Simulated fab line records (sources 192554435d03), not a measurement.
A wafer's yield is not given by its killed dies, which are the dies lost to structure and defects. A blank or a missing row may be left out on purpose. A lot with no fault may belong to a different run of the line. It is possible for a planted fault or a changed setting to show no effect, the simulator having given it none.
Which of the tools did it? ; flow n5Finfet ; 45 wafers sampled from 15 lots at 1 step of a route of 1938

WHAT THE GAUGES READ, wafer by wafer
N5_BEOL_M5_INSPECT_13: inspects for defects (brightfield).
lot;measured;on;rawDefectCount
L270;day 7 19:19;defectInspect-02;551 420 531
L269;day 7 19:46;defectInspect-02;473 485 414
L271;day 8 15:37;defectInspect-01;623 658 490
L272;day 8 20:12;defectInspect-02;622 354 460
L275;day 9 12:59;defectInspect-01;390 482 450
L277;day 10 04:32;defectInspect-02;251 318 295
L280;day 11 04:21;defectInspect-02;300 546 278
L283;day 11 05:39;defectInspect-02;319 276 259
L284;day 12 07:11;defectInspect-01;419 265 463
L285;day 12 08:43;defectInspect-02;244 389 344
L286;day 12 17:22;defectInspect-02;376 283 392
L289;day 13 11:23;defectInspect-01;332 512 476
L290;day 13 21:37;defectInspect-01;401 366 393
L291;day 14 09:59;defectInspect-02;404 347 348
L292;day 14 17:52;defectInspect-02;418 426 591

EACH LOT AND THE TOOL THAT RAN IT (in order: tool; ch and the chambers of the sampled wafers; start)
The record shows no process step preceding these readings.

WHAT THE TOOLS THEMSELVES READ (means of the sampled wafers that have a number; where no wafer has one, the mark that the record gives instead)
The record holds no such reading with a usual standard deviation.

THE ANSWER, worked out from the rows above alone
Rule: what is usual is taken from the lots themselves. The widest of any qualifying gaps counts: lots, ordered by their means at a reading, are off when they make up no more than a third of the lots, leave a main group of 4 or more, and stand apart from it by 3 or more times the standard deviation of that group's means. If all means in a main group match to the digits the tables above print for the reading, that group is not used. Also off: a lot with no number at a reading for which 4 or more lots have one. Where the step has rows for the other lots, those lots are counted as sound. Order of review: gauges by route order, followed by the tools' own readings, for which a lot's mean as printed above is used. The first step at which some lot is off is used, and at that step the reading that is off furthest; a lot without a number counts as furthest.
Across all readings shown, no lot is off: no conclusion can be drawn from this.

WHAT THE SIMULATOR HAD PUT IN
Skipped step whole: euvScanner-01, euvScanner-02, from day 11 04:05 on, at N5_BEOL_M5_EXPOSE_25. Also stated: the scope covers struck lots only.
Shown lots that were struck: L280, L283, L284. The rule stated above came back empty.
